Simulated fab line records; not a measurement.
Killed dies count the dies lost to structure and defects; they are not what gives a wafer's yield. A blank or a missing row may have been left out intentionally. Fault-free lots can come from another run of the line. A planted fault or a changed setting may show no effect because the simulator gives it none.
fab line records | flow nand-harc
record lots=12 wafers=36 last-day=34
route steps=1302 shown A_CONTACT@1081 END@1302
lots with no fault: from the same line, run without faults
start-h: hours from the record's first day to the start of the lot's first wafer shown | wait-h: how many hours have passed since the lot's step before this one | " as in the row above | L1.1+2: a row that stands for several wafers | - no value present, or no start provided | * or withheld: withheld | < > ~ a bound
route shown NAME@n: a module of which the file shows steps, and the number in the route of the first | usual: the fault-free wafers' mean and standard deviation | same: alike in all rows | chamber/n: place in a boat | sites: each site's reading | _std_site: the standard deviation of these | _edge_site: inner sites' mean taken away from outer sites' mean | radius-mm: for every site, how far away it sits from the centre of the wafer | mask NAME#n: copy n | behind: the most recent tool/chamber to have shaped the wafer | hold: why the lot was held/for how many hours/how that ended | device: transistor that didn't switch, given as n, p or np | end of line: tests run on the same wafers once the route is complete | a step with no rows: only its recipe | killed: the dies lost at the first sort to structure and to defects; this is not the yield of the wafer | map: shows each die of a wafer: x if killed, . if not, _ if none is there
set.NAME: setting as actually run; set.NAME@STEP: the setting as run at that earlier step | model.NAME: the simulator's own value behind a step, which no gauge read
route steps across a sampled set of lots; one table per step, one row per wafer
services: the hour from which a tool's chamber was out of use, counted from the record's first day as start-h (under 0 if before that day), plus the number of hours and why
## steps
# step NHARC_A_CONTACT_DESCUM_13
# recipe time-s=3 o2-flow-sccm=200 ar-flow-sccm=0 bias-power-w=0 chemistry=O2
# usual drypump-motor-current-A=5.78/0.24 oes-product-au=1.002/0.0093 rf-vpp-V=58.0/0.97 showerhead-plenum-p-Torr=1.96/0.091 throttle-valve-pct=11.311/0.0099
# columns lot.wafer tool chamber start-h wait-h drypump-motor-current-A oes-product-au rf-hours-counter-h rf-vpp-V showerhead-plenum-p-Torr throttle-valve-pct
L841.2 rie-diel-04 3 518.28 0.1 5.92 0.987 28 57.7 1.88 11.314
L841.6 " 3 " " 5.91 0.997 - 58.2 1.88 11.299
L841.5 " 0 " " 5.78 1.001 - 58.4 2.01 11.328
L843.2 rie-diel-04 0 545.95 0.1 5.81 1.004 1 57.5 2.01 11.298
L843.6 " 0 " " 5.76 1.006 - 58.9 2.01 11.310
L843.5 " 1 " " 5.50 1.006 - 58.1 2.02 11.330
L844.2 rie-diel-04 3 552.18 0.1 5.92 0.996 3 57.0 1.88 11.301
L844.5 " 1 " " 5.49 1.010 - 58.5 2.02 11.309
L844.6 " 2 " " 5.62 1.001 - 58.6 2.03 11.318
L852.1 rie-diel-04 0 627.59 0.1 5.80 0.999 15 58.2 2.01 11.312
L852.2 " 1 " " 5.51 1.010 9 58.1 2.01 11.310
L852.6 " 1 " " 5.52 1.010 - 59.7 2.01 11.311
L854.2 rie-diel-05 1 645.97 0.1 6.01 1.004 19 57.2 1.79 11.304
L854.1 " 2 " " 6.14 1.004 18 57.3 2.02 11.312
L854.3 " 3 " " 5.86 1.001 19 58.9 1.95 11.311
L853.2 rie-diel-04 1 648.94 0.1 5.50 1.004 12 59.4 2.01 11.344
L853.5 " 0 " " 5.80 1.004 - 57.7 2.00 11.315
L853.6 " 1 " " 5.51 1.007 - 57.8 2.01 11.304
L857.2 rie-diel-05 2 675.22 0.1 6.09 0.998 26 58.3 2.02 11.310
L857.5 " 1 " " 6.03 0.991 - 56.5 1.79 11.307
L857.6 " 2 " " 6.12 0.999 - 58.3 2.02 11.308
L856.4 rie-diel-04 2 678.64 0.1 5.65 1.014 22 59.1 2.02 11.290
L856.3 " 0 " " 5.78 0.989 23 58.6 2.00 11.313
L856.6 " 1 " " 5.49 1.006 - 57.5 2.01 11.304
L859.3 rie-diel-04 1 692.87 0.1 5.50 1.008 20 58.1 2.01 11.303
L859.1 " 2 " " 5.62 1.012 24 58.5 2.02 11.316
L859.6 " 0 " " 5.79 1.009 - 57.4 2.00 11.309
L860.1 rie-diel-04 0 722.16 0.1 5.80 0.995 1 58.1 2.00 11.291
L860.4 " 1 " " 5.52 1.004 1 60.2 2.01 11.322
L860.3 " 3 " " 5.95 0.998 1 56.5 1.87 11.316
L862.3 rie-diel-04 1 728.18 0.1 5.53 0.996 1 57.1 2.01 11.318
L862.4 " 3 " " 5.92 0.992 2 57.5 1.87 11.305
L862.5 " 1 " " 5.53 0.994 - 56.8 2.01 11.309
L863.1 rie-diel-04 0 755.59 0.1 5.83 1.001 8 57.1 2.00 11.312
L863.6 " 0 " " 5.81 1.001 - 58.0 2.00 11.318
L863.5 " 1 " " 5.51 1.010 - 59.5 2.01 11.316
# step NHARC_A_CONTACT_CD_MEAS_15
# usual cd-nm=190.1/0.47
# columns lot.wafer tool chamber start-h wait-h cd-nm
L841.2 cd-sem-02 - 521.47 - 190.8
L841.5 " - " " 190.4
L841.6 " - " " 189.8
L843.2 cd-sem-02 - 549.96 - 190.1
L843.5 " - " " 190.2
L843.6 " - " " 189.9
L844.2 cd-sem-02 - 555.35 - 189.6
L844.5 " - " " 189.2
L844.6 " - " " 189.9
L852.1 cd-sem-01 - 631.30 - 189.3
L852.2 " - " " 189.3
L852.6 " - " " 189.9
L854.1 cd-sem-03 - 649.82 - 190.8
L854.2 " - " " 190.4
L854.3 " - " " 190.9
L853.2 cd-sem-01 - 652.14 - 189.4
L853.5 " - " " 189.8
L853.6 " - " " 190.1
L857.2 cd-sem-01 - 678.39 - 188.8
L857.5 " - " " 188.8
L857.6 " - " " 189.2
L856.3 cd-sem-02 - 681.82 - 190.5
L856.4 " - " " 190.4
L856.6 " - " " 190.1
L859.1 cd-sem-02 - 696.05 - 190.9
L859.3 " - " " 190.8
L859.6 " - " " 191.0
L860.1 cd-sem-01 - 725.66 - 189.6
L860.3 " - " " 190.6
L860.4 " - " " 190.2
L862.3 cd-sem-01 - 731.71 - 190.1
L862.4 " - " " 190.5
L862.5 " - " " 190.0
L863.1 cd-sem-01 - 758.80 - 190.3
L863.5 " - " " 190.3
L863.6 " - " " 191.1
# step NHARC_A_CONTACT_CVD_19
# recipe target-thk-a=3000 temp-c=300 pressure-torr=40 wf6-flow-sccm=40 h2-flow-sccm=1600 ar-flow-sccm=1560 time-s=802 material=W
# usual heater-power-outer-w=250/17 heater-power-w=460/37 throttle-valve-pct=7.9/0.41
# columns lot.wafer tool chamber start-h wait-h heater-power-outer-w heater-power-w throttle-valve-pct
L841.2 cvd-w-02 0 522.86 - 233 423 8.8
L841.5 " 0 " " 236 432 8.5
L841.6 " 0 " " 230 425 8.4
L843.2 cvd-w-02 0 551.23 - 231 425 8.5
L843.5 " 1 " " 244 449 7.6
L843.6 " 0 " " 230 429 8.8
L844.2 cvd-w-02 1 556.49 - 255 456 7.7
L844.6 " 1 " " 252 431 7.7
L844.5 " 0 " " 226 431 8.6
L852.1 cvd-w-01 0 632.44 - 263 509 7.3
L852.2 " 1 " " 252 456 7.7
L852.6 " 1 " " 260 453 7.9
L854.1 cvd-w-02 0 651.16 - 211 416 8.4
L854.2 " 1 " " 246 422 7.3
L854.3 " 0 " " 218 418 8.2
L853.2 cvd-w-01 1 653.44 - 262 461 7.9
L853.5 " 0 " " 264 517 7.4
L853.6 " 1 " " 259 446 8.0
L857.2 cvd-w-02 1 679.71 - 239 431 7.3
L857.5 " 0 " " 221 406 8.6
L857.6 " 1 " " 247 427 7.3
L856.3 cvd-w-01 1 683.21 - 255 460 7.9
L856.4 " 0 " " 271 519 7.8
L856.6 " 0 " " 269 515 7.6
L859.1 cvd-w-01 0 697.38 - 267 515 7.5
L859.3 " 0 " " 274 512 7.7
L859.6 " 1 " " 255 458 8.3
L860.1 cvd-w-02 1 726.80 - 244 450 7.1
L860.4 " 1 " " 245 444 7.5
L860.3 " 0 " " 219 405 8.4
L862.4 cvd-w-02 0 733.15 - 215 397 8.3
L862.3 " 1 " " 245 437 7.4
L862.5 " 0 " " 219 409 8.2
L863.1 cvd-w-01 1 759.95 - 250 434 7.8
L863.6 " 1 " " 243 430 7.7
L863.5 " 0 " " 281 533 7.7
# step NHARC_A_CONTACT_CMP_20
# recipe t-overpolish-s=30 target-thk-nm=300
# usual motor-current-A=12.1/1.3 overpolish-run-s=30.000/0.0095 time-to-endpoint-s=60/3.1
# columns lot.wafer tool chamber start-h wait-h motor-current-A overpolish-run-s time-to-endpoint-s
L841.2 cmp-03 1 524.25 1.1 12.0 30.010 62
L841.6 " 1 " " 11.6 29.997 60
L841.5 " 2 " " 14.1 30.005 57
L843.2 cmp-02 1 552.05 0.7 9.9 29.993 41
L843.5 " 3 " " 12.7 29.992 60
L843.6 " 0 " " 10.9 30.010 61
L844.2 cmp-01 1 557.45 0.8 12.1 30.001 48
L844.5 " 3 " " 10.5 29.991 67
L844.6 " 0 " " 11.8 29.995 57
L852.2 cmp-03 2 633.33 0.6 13.7 30.008 64
L852.1 " 0 " " 10.7 29.993 65
L852.6 " 3 " " 14.0 30.007 60
L854.3 cmp-01 3 652.04 0.5 10.9 30.005 61
L854.1 " 0 " " 11.2 30.016 54
L854.2 " 1 " " 12.0 29.992 61
L853.2 cmp-02 2 654.28 0.7 11.7 29.990 57
L853.6 " 3 " " 12.8 29.987 55
L853.5 " 0 " " 10.9 30.017 60
L857.2 cmp-03 1 680.55 0.7 12.1 29.999 58
L857.6 " 2 " " 13.8 29.979 60
L857.5 " 3 " " 13.6 30.009 59
L856.3 cmp-03 1 683.85 0.5 12.0 30.006 57
L856.4 " 2 " " 14.0 29.991 55
L856.6 " 2 " " 13.8 30.004 59
L859.1 cmp-03 3 698.19 0.7 13.6 30.015 58
L859.3 " 0 " " 11.5 30.000 62
L859.6 " 2 " " 13.7 29.992 59
L860.1 cmp-03 3 727.69 0.8 14.4 29.990 58
L860.3 " 0 " " 10.8 29.998 64
L860.4 " 1 " " 11.2 30.022 57
L862.4 cmp-03 1 733.83 0.6 11.1 30.002 56
L862.3 " 2 " " 14.4 30.007 58
L862.5 " 1 " " 11.7 30.010 58
L863.1 cmp-01 0 760.92 0.8 11.1 29.992 57
L863.5 " 1 " " 13.1 29.977 64
L863.6 " 2 " " 10.8 29.989 60
# step NHARC_A_CONTACT_INSPECT_23
# usual raw-defect-count=519/130
# columns lot.wafer tool chamber start-h wait-h raw-defect-count
L841.2 defect-inspect-02 - 524.66 0.1 478
L841.5 " - " " 560
L841.6 " - " " 532
L843.2 defect-inspect-01 - 552.40 0.1 613
L843.5 " - " " 455
L843.6 " - " " 554
L844.2 defect-inspect-02 - 557.80 0.1 527
L844.5 " - " " 395
L844.6 " - " " 449
L852.1 defect-inspect-01 - 633.73 0.1 616
L852.2 " - " " 618
L852.6 " - " " 528
L854.1 defect-inspect-01 - 652.45 0.1 484
L854.2 " - " " 529
L854.3 " - " " 463
L853.2 defect-inspect-01 - 654.61 0.1 348
L853.5 " - " " 346
L853.6 " - " " 431
L857.2 defect-inspect-02 - 680.88 0.1 717
L857.5 " - " " 682
L857.6 " - " " 403
L856.3 defect-inspect-01 - 684.25 0.1 444
L856.4 " - " " 510
L856.6 " - " " 689
L859.1 defect-inspect-02 - 698.54 0.1 590
L859.3 " - " " 590
L859.6 " - " " 593
L860.1 defect-inspect-02 - 728.09 0.1 560
L860.3 " - " " 543
L860.4 " - " " 352
L862.3 defect-inspect-01 - 734.21 0.1 490
L862.4 " - " " 512
L862.5 " - " " 437
L863.1 defect-inspect-01 - 761.25 0.1 552
L863.5 " - " " 339
L863.6 " - " " 558
# step NHARC_END_SORT_01
# recipe temp-c=25
# usual killed-at-array=54/18 killed-at-other=0.7/0.87 killed-at-periphery=3.7/2.5 killed-dies=59/19 killed-open=3.3/2 killed-short=2.6/1.6
# same gross-dies=677
# columns lot.wafer tool chamber start-h wait-h killed-at-array killed-at-other killed-at-periphery killed-dies killed-open killed-short
L841.2 prober-02 0 630.47 2.8 51 2 1 54 7 3
L841.5 prober-02 0 632.87 3.7 46 0 2 48 1 2
L841.6 prober-02 0 633.67 4.0 41 1 2 44 5 4
L843.2 prober-01 0 632.73 2.8 41 1 2 44 5 1
L843.5 prober-01 0 635.12 3.7 41 0 1 42 0 1
L843.6 prober-01 0 635.91 4.0 66 1 1 68 2 4
L844.2 prober-01 0 640.52 2.8 38 0 3 41 1 4
L844.5 prober-01 0 642.93 3.7 46 0 3 49 5 1
L844.6 prober-01 0 643.73 4.0 64 1 3 68 7 4
L852.1 prober-01 0 677.20 2.5 69 0 4 73 3 1
L852.2 prober-01 0 678.01 2.8 64 0 4 68 3 2
L852.6 prober-01 0 681.25 4.1 75 0 6 81 6 4
L854.1 prober-01 0 700.25 2.6 56 2 4 62 5 1
L854.2 prober-01 0 701.05 2.8 59 0 4 63 3 3
L854.3 prober-01 0 701.84 3.1 53 1 3 57 2 1
L853.2 prober-02 0 700.97 2.8 53 1 4 58 3 4
L853.5 prober-02 0 703.38 3.7 58 3 1 62 1 4
L853.6 prober-02 0 704.18 4.0 51 3 1 55 1 0
L857.2 prober-01 0 726.57 2.8 30 0 4 34 3 2
L857.5 prober-01 0 728.96 3.7 26 1 3 30 3 2
L857.6 prober-01 0 729.76 4.0 21 0 2 23 0 1
L856.3 prober-02 0 727.33 3.1 98 1 8 107 1 5
L856.4 prober-02 0 728.11 3.4 92 0 6 98 0 0
L856.6 prober-02 0 729.67 3.9 83 1 12 96 4 2
L859.1 prober-01 0 741.69 2.5 81 0 2 83 4 1
L859.3 prober-01 0 743.30 3.1 72 0 2 74 3 0
L859.6 prober-01 0 745.72 4.0 92 0 5 97 6 4
L860.1 prober-02 0 773.64 2.5 65 3 3 71 4 3
L860.3 prober-02 0 775.24 3.1 49 0 6 55 5 2
L860.4 prober-02 0 776.03 3.4 42 3 4 49 3 4
L862.3 prober-01 0 780.81 3.1 32 0 3 35 4 6
L862.4 prober-01 0 781.60 3.4 22 0 4 26 2 2
L862.5 prober-01 0 782.39 3.7 30 0 0 30 2 2
L863.1 prober-01 0 806.44 2.5 58 2 2 62 6 1
L863.5 prober-01 0 809.71 3.8 68 3 4 75 5 3
L863.6 prober-01 0 810.52 4.1 61 1 5 67 2 2
# killed by level:class
L841.2 A_CHANNEL_HOLE_D1:chamber-film-flake=31 A_CHANNEL_HOLE_D2:chamber-film-flake=3 A_CHANNEL_HOLE_D1:geometric-particle:open=2 A_SGD_CUT:geometric-particle:open=2 A_M0:geometric-particle:open=2 A_CHANNEL_FILL_D2:chamber-film-flake=2 A_SLIT:chamber-film-flake=2 A_WL_FILL:chamber-film-flake=2
L843.2 A_CHANNEL_HOLE_D1:chamber-film-flake=18 A_CHANNEL_HOLE_D2:chamber-film-flake=17 P_CONTACT:geometric-particle:open=2 A_ONON_D2:geometric-particle:short=1 A_WL_FILL:geometric-particle:open=1 A_M0:geometric-particle:open=1 STARTING-WAFER:geometric-particle:open=1 A_CHANNEL_FILL_D2:chamber-film-flake=1
L841.5 A_CHANNEL_HOLE_D1:chamber-film-flake=26 A_CHANNEL_HOLE_D2:chamber-film-flake=9 A_WL_FILL:chamber-film-flake=6 A_STAIRCASE:chamber-film-flake=2 A_CHANNEL_FILL_D1:geometric-particle:short=1 A_DECK1_JOINT:geometric-particle:short=1 A_CHANNEL_FILL_D2:geometric-particle:open=1 P_GATE:chamber-film-flake=1
L841.6 A_CHANNEL_HOLE_D1:chamber-film-flake=22 A_CHANNEL_HOLE_D2:chamber-film-flake=5 A_STAIRCASE:chamber-film-flake=3 A_WL_FILL:geometric-particle:short=2 A_CONTACT:chamber-film-flake=2 A_ONON_D1:geometric-particle:open=1 A_DECK1_JOINT:geometric-particle:open=1 A_DECK1_JOINT:geometric-particle:short=1
L843.5 A_CHANNEL_HOLE_D2:chamber-film-flake=20 A_CHANNEL_HOLE_D1:chamber-film-flake=15 A_CONTACT:chamber-film-flake=2 A_ONON_D2:geometric-particle:short=1 P_GATE:chamber-film-flake=1 A_CHANNEL_FILL_D1:chamber-film-flake=1 A_STAIRCASE:chamber-film-flake=1 A_M1:chamber-film-flake=1
L843.6 A_CHANNEL_HOLE_D1:chamber-film-flake=33 A_CHANNEL_HOLE_D2:chamber-film-flake=25 A_CONTACT:chamber-film-flake=4 P_M0:geometric-particle:open=1 A_CHANNEL_HOLE_D1:geometric-particle:short=1 A_DECK1_JOINT:geometric-particle:short=1 A_SGD_CUT:geometric-particle:short=1 A_M0:geometric-particle:open=1
L844.2 A_SLIT:chamber-film-flake=13 A_CHANNEL_HOLE_D2:chamber-film-flake=8 A_CHANNEL_HOLE_D1:chamber-film-flake=5 A_CONTACT:chamber-film-flake=5 A_STAIRCASE:chamber-film-flake=4 P_STI:geometric-particle:short=1 P_CONTACT:geometric-particle:open=1 P_M1:geometric-particle:short=1
L844.5 A_SLIT:chamber-film-flake=18 A_CHANNEL_HOLE_D2:chamber-film-flake=12 A_CONTACT:chamber-film-flake=8 A_ZERO_WELL:chamber-film-flake=3 A_CHANNEL_HOLE_D1:chamber-film-flake=2 P_CONTACT:geometric-particle:short=1 P_CONTACT:geometric-particle:open=1 P_BONDPAD:geometric-particle:open=1
L844.6 A_SLIT:chamber-film-flake=31 A_CONTACT:chamber-film-flake=9 A_STAIRCASE:chamber-film-flake=8 A_CHANNEL_HOLE_D2:chamber-film-flake=5 A_CHANNEL_FILL_D1:geometric-particle:open=2 A_ZERO_WELL:chamber-film-flake=2 P_M0:geometric-particle:open=1 P_M1:geometric-particle:short=1
L852.1 A_SLIT:chamber-film-flake=35 A_CHANNEL_HOLE_D2:chamber-film-flake=23 A_CONTACT:chamber-film-flake=4 A_CONTACT:geometric-particle:open=2 A_CHANNEL_HOLE_D1:chamber-film-flake=2 P_STI:geometric-particle:short=1 P_CONTACT:geometric-particle:open=1 P_GATE:chamber-film-flake=1
L852.2 A_SLIT:chamber-film-flake=36 A_CHANNEL_HOLE_D2:chamber-film-flake=16 A_CONTACT:chamber-film-flake=6 P_CONTACT:geometric-particle:open=2 A_CHANNEL_HOLE_D1:chamber-film-flake=2 P_GATE:geometric-particle:open=1 A_ONON_D1:geometric-particle:short=1 A_CHANNEL_FILL_D2:geometric-particle:short=1
L852.6 A_SLIT:chamber-film-flake=36 A_CHANNEL_HOLE_D2:chamber-film-flake=23 A_CHANNEL_HOLE_D1:chamber-film-flake=4 A_BLC:chamber-film-flake=2 P_GATE:geometric-particle:short=1 P_GATE:geometric-particle:open=1 P_M2:geometric-particle:open=1 P_BONDPAD:geometric-particle:open=1
L854.1 A_CHANNEL_HOLE_D1:chamber-film-flake=29 A_CHANNEL_HOLE_D2:chamber-film-flake=13 A_STAIRCASE:chamber-film-flake=5 A_SLIT:chamber-film-flake=3 P_CONTACT:geometric-particle:open=2 THIN_TSV:chamber-film-flake=2 A_CHANNEL_FILL_D1:geometric-particle:short=1 A_CHANNEL_FILL_D1:geometric-particle:open=1
L853.2 A_SLIT:chamber-film-flake=25 A_CONTACT:chamber-film-flake=9 A_CHANNEL_HOLE_D1:chamber-film-flake=8 P_GATE:geometric-particle:open=1 A_ONON_D1:geometric-particle:short=1 A_CHANNEL_FILL_D1:geometric-particle:short=1 A_ONON_D2:geometric-particle:open=1 A_WL_FILL:geometric-particle:short=1
L854.2 A_CHANNEL_HOLE_D1:chamber-film-flake=22 A_CHANNEL_HOLE_D2:chamber-film-flake=19 A_STAIRCASE:chamber-film-flake=7 A_SLIT:chamber-film-flake=5 P_CONTACT:geometric-particle:open=2 A_M0:chamber-film-flake=2 A_ONON_D1:geometric-particle:short=1 A_CHANNEL_HOLE_D1:geometric-particle:short=1
L854.3 A_CHANNEL_HOLE_D1:chamber-film-flake=24 A_CHANNEL_HOLE_D2:chamber-film-flake=18 A_SLIT:chamber-film-flake=5 A_STAIRCASE:chamber-film-flake=3 P_CONTACT:geometric-particle:open=1 A_WL_FILL:geometric-particle:short=1 A_BLC:geometric-particle:open=1 P_STI:chamber-film-flake=1
L853.5 A_SLIT:chamber-film-flake=29 A_CHANNEL_HOLE_D1:chamber-film-flake=12 A_CONTACT:chamber-film-flake=6 A_ONON_D2:geometric-particle:short=2 A_CHANNEL_FILL_D1:chamber-film-flake=2 A_M0:chamber-film-flake=2 HYBRID_BOND:chamber-film-flake=2 A_CHANNEL_FILL_D2:geometric-particle:open=1
L853.6 A_SLIT:chamber-film-flake=28 A_CONTACT:chamber-film-flake=8 A_CHANNEL_HOLE_D1:chamber-film-flake=7 A_STAIRCASE:chamber-film-flake=3 HYBRID_BOND:chamber-film-flake=2 A_CONTACT:geometric-particle:open=1 P_GATE:chamber-film-flake=1 A_DECK1_JOINT:chamber-film-flake=1
L857.2 A_CHANNEL_HOLE_D1:chamber-film-flake=13 A_SLIT:chamber-film-flake=5 P_GATE:chamber-film-flake=3 A_CONTACT:chamber-film-flake=3 A_STAIRCASE:chamber-film-flake=2 P_GATE:geometric-particle:open=1 A_CHANNEL_FILL_D1:geometric-particle:short=1 A_CHANNEL_HOLE_D2:geometric-particle:open=1
L856.3 A_SLIT:chamber-film-flake=32 A_CHANNEL_HOLE_D1:chamber-film-flake=26 A_CHANNEL_HOLE_D2:chamber-film-flake=26 P_GATE:chamber-film-flake=6 A_CONTACT:chamber-film-flake=4 A_ZERO_WELL:chamber-film-flake=2 A_DECK1_JOINT:chamber-film-flake=2 A_STAIRCASE:chamber-film-flake=2
L856.4 A_SLIT:chamber-film-flake=32 A_CHANNEL_HOLE_D1:chamber-film-flake=27 A_CHANNEL_HOLE_D2:chamber-film-flake=23 A_CONTACT:chamber-film-flake=6 P_GATE:chamber-film-flake=4 A_ZERO_WELL:chamber-film-flake=4 P_STI:chamber-film-flake=2
L857.5 A_CHANNEL_HOLE_D1:chamber-film-flake=12 A_STAIRCASE:chamber-film-flake=5 A_ZERO_WELL:chamber-film-flake=3 P_M0:geometric-particle:open=1 A_SOURCE_PLATE:geometric-particle:open=1 A_ONON_D1:geometric-particle:short=1 A_DECK1_JOINT:geometric-particle:open=1 A_WL_FILL:geometric-particle:short=1
L856.6 A_CHANNEL_HOLE_D1:chamber-film-flake=28 A_SLIT:chamber-film-flake=27 A_CHANNEL_HOLE_D2:chamber-film-flake=13 P_GATE:chamber-film-flake=9 A_DECK1_JOINT:chamber-film-flake=4 A_CHANNEL_FILL_D2:chamber-film-flake=2 A_CONTACT:chamber-film-flake=2 P_M0:geometric-particle:open=1
L857.6 A_CHANNEL_HOLE_D1:chamber-film-flake=11 A_STAIRCASE:chamber-film-flake=4 A_SLIT:chamber-film-flake=4 A_WL_FILL:geometric-particle:short=1 P_ZERO_WELL:chamber-film-flake=1 P_GATE:chamber-film-flake=1 A_CHANNEL_FILL_D2:chamber-film-flake=1
L859.1 A_SLIT:chamber-film-flake=36 A_CHANNEL_HOLE_D1:chamber-film-flake=22 A_CONTACT:chamber-film-flake=12 A_STAIRCASE:chamber-film-flake=4 A_ONON_D2:geometric-particle:open=2 A_CHANNEL_FILL_D1:geometric-particle:open=1 A_DECK1_JOINT:geometric-particle:open=1 A_M1:geometric-particle:short=1
L859.3 A_SLIT:chamber-film-flake=30 A_CHANNEL_HOLE_D1:chamber-film-flake=28 A_CONTACT:chamber-film-flake=7 A_CHANNEL_FILL_D2:chamber-film-flake=3 P_M1:geometric-particle:open=1 A_CHANNEL_HOLE_D1:geometric-particle:open=1 A_DECK1_JOINT:geometric-particle:open=1 P_STI:chamber-film-flake=1
L859.6 A_CHANNEL_HOLE_D1:chamber-film-flake=34 A_SLIT:chamber-film-flake=30 A_CONTACT:chamber-film-flake=12 A_CHANNEL_FILL_D2:geometric-particle:open=3 P_GATE:chamber-film-flake=2 P_CONTACT:chamber-film-flake=2 A_CHANNEL_FILL_D1:chamber-film-flake=2 A_STAIRCASE:chamber-film-flake=2
L860.1 A_CHANNEL_HOLE_D2:chamber-film-flake=31 A_SLIT:chamber-film-flake=10 A_CONTACT:chamber-film-flake=8 P_BONDPAD:chamber-film-flake=3 A_STAIRCASE:chamber-film-flake=3 THIN_TSV:chamber-film-flake=3 A_CHANNEL_FILL_D1:geometric-particle:short=2 A_CHANNEL_HOLE_D1:unspecified=2
L860.3 A_CHANNEL_HOLE_D2:chamber-film-flake=31 A_SLIT:chamber-film-flake=6 A_CONTACT:chamber-film-flake=4 P_BONDPAD:chamber-film-flake=2 A_CHANNEL_HOLE_D1:unspecified=2 P_GATE:geometric-particle:open=1 P_M0:geometric-particle:open=1 P_M2:geometric-particle:open=1
L860.4 A_CHANNEL_HOLE_D2:chamber-film-flake=23 A_SLIT:chamber-film-flake=5 A_CHANNEL_FILL_D1:chamber-film-flake=3 A_CONTACT:chamber-film-flake=3 THIN_TSV:chamber-film-flake=3 P_CONTACT:geometric-particle:open=2 P_M0:geometric-particle:short=2 A_CHANNEL_HOLE_D1:unspecified=2
L862.3 A_CONTACT:chamber-film-flake=12 A_SLIT:chamber-film-flake=6 A_STAIRCASE:chamber-film-flake=3 P_CONTACT:geometric-particle:short=2 A_DECK1_JOINT:geometric-particle:short=2 A_WL_FILL:chamber-film-flake=2 P_M0:geometric-particle:open=1 A_ONON_D1:geometric-particle:short=1
L862.4 A_CONTACT:chamber-film-flake=11 A_SLIT:chamber-film-flake=6 P_GATE:chamber-film-flake=2 P_STI:geometric-particle:open=1 P_M0:geometric-particle:short=1 A_CONTACT:geometric-particle:open=1 A_M1:geometric-particle:short=1 A_CHANNEL_HOLE_D1:chamber-film-flake=1
L862.5 A_CONTACT:chamber-film-flake=9 A_SLIT:chamber-film-flake=6 A_CHANNEL_HOLE_D1:chamber-film-flake=3 A_STAIRCASE:chamber-film-flake=3 A_CHANNEL_FILL_D1:geometric-particle:short=1 A_DECK1_JOINT:geometric-particle:open=1 A_ONON_D2:geometric-particle:open=1 A_CONTACT:geometric-particle:short=1
L863.1 A_SLIT:chamber-film-flake=28 A_CHANNEL_HOLE_D1:chamber-film-flake=8 A_STAIRCASE:chamber-film-flake=7 A_CONTACT:chamber-film-flake=5 A_WL_FILL:geometric-particle:open=2 A_DECK1_JOINT:chamber-film-flake=2 THIN_TSV:chamber-film-flake=2 P_GATE:geometric-particle:open=1
L863.5 A_SLIT:chamber-film-flake=33 A_CHANNEL_HOLE_D1:chamber-film-flake=19 A_CONTACT:chamber-film-flake=5 A_STAIRCASE:chamber-film-flake=4 THIN_TSV:chamber-film-flake=3 P_GATE:chamber-film-flake=2 P_CONTACT:geometric-particle:open=1 P_M0:geometric-particle:open=1
L863.6 A_SLIT:chamber-film-flake=28 A_CHANNEL_HOLE_D1:chamber-film-flake=18 A_CONTACT:chamber-film-flake=5 A_STAIRCASE:chamber-film-flake=4 P_M0:geometric-particle:open=2 P_GATE:chamber-film-flake=2 A_CHANNEL_FILL_D2:chamber-film-flake=2 P_M0:geometric-particle:short=1
## services
# columns tool chamber start-h hours kind
cmp-03 - 499.64 0.4 repair
cmp-01 - 506.09 0.8 repair
cvd-w-02 1 518.55 5.6 repair
cmp-02 - 526.50 4.0 pm
rie-diel-04 - 532.41 9.0 pm
cmp-03 - 535.72 2.7 repair
cmp-02 - 538.99 0.4 repair
cvd-w-01 - 547.53 13.0 pm
cmp-03 - 554.16 4.0 pm
cmp-01 - 561.89 1.9 repair
cvd-w-01 - 576.27 0.8 repair
cmp-03 - 579.36 4.1 repair
cmp-01 - 579.55 4.0 pm
rie-diel-05 - 583.76 9.0 pm
cmp-01 - 584.17 1.4 repair
cvd-w-02 - 631.00 13.0 pm
cmp-03 - 647.12 0.5 repair
cmp-03 - 652.16 4.0 pm
cmp-01 - 677.55 4.0 pm
rie-diel-04 - 709.41 9.0 pm
cvd-w-01 - 728.53 13.0 pm
cmp-03 - 750.29 4.0 pm
cmp-03 - 756.65 2.6 repair
cmp-03 - 759.38 2.2 repair
## key
first-sign step=NHARC_A_CONTACT_CMP_20 reading=time-to-endpoint-s direction=down sigmas=5 usual=* struck=*
effect none on later readings
met-at NHARC_A_CONTACT_CVD_19
struck-lots L843,L844
struck-wafers L843.2,L844.2
tester-left-out L843,L844
not-acting-at NHARC_A_CONTACT_DESCUM_13,NHARC_A_CONTACT_CD_MEAS_15,NHARC_A_CONTACT_INSPECT_23
onset-between 522.86 551.23
fault kind=process-parameter-drift tool=cvd-w-02 chamber=- onset-h=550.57 steps=NHARC_A_CONTACT_CVD_19 channel=target-thk-a offset=* shape=step end-h=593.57 scope=struck-wafers-only acts-in=* stated=*
# tester-left-out: of these lots the tester's yield and bins aren't shown, on N5 and GAA mostly nor the transistor test; their killed dies are dies lost to structure and defects alone, not to doping, threshold or leakage, so they don't give the yield
